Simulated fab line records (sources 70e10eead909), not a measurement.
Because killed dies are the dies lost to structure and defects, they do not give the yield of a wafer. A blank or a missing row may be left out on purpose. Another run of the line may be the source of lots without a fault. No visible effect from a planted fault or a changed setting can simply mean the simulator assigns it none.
Matching of chambers :: flow nand_harc :: pecvd-03 running NHARC_A_BONDPAD_DEP_00: 3 sister chambers
The step deposits SiCN, target thk 250 nm. 3 wafers are shown with their chamber, then 7 later ones without.

== EACH WAFER AND ITS CHAMBER ==
wafer: L086.5
chamber: 2
heater_power_w (W): 539

wafer: L086.6
chamber: 1
heater_power_w (W): 506

wafer: L088.4
chamber: 0
heater_power_w (W): 697

== WAFERS WHOSE CHAMBER IS MISSING ==
wafer: L088.5
heater_power_w (W): 581

wafer: L092.1
heater_power_w (W): 449

wafer: L092.2
heater_power_w (W): 729

wafer: L092.3
heater_power_w (W): 528

wafer: L092.4
heater_power_w (W): 552

wafer: L092.5
heater_power_w (W): 455

wafer: L092.6
heater_power_w (W): 735

== WHICH CHAMBER EACH ONE RAN IN ==
wafer: L088.5
from the rows above: can't be placed: 2 or 1 or 0
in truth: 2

wafer: L092.1
from the rows above: can't be placed: 1 or 2
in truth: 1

wafer: L092.2
from the rows above: 0
in truth: 0

wafer: L092.3
from the rows above: can't be placed: 2 or 1
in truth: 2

wafer: L092.4
from the rows above: can't be placed: 2 or 1
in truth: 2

wafer: L092.5
from the rows above: can't be placed: 1 or 2
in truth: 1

wafer: L092.6
from the rows above: 0
in truth: 0
Correct placement for 2 of the 7. Unplaceable from these rows: 5, with the true chamber sitting among the candidates in 5. Placed wrongly: 0.
How it was worked out, from the rows above alone: a wafer's distance from a chamber is the root of the sum, over the readings, of the square of ((its reading less the chamber's mean) divided by the reading's scatter). If the next closest chamber is less than 2 further off than the closest, the wafer can't be placed; otherwise it belongs to the closest. The mean given for a chamber averages the wafers shown for that chamber. The scatter: with one shown wafer a chamber, the root of the mean of the squares of how far each hidden wafer lies from its nearest shown one.
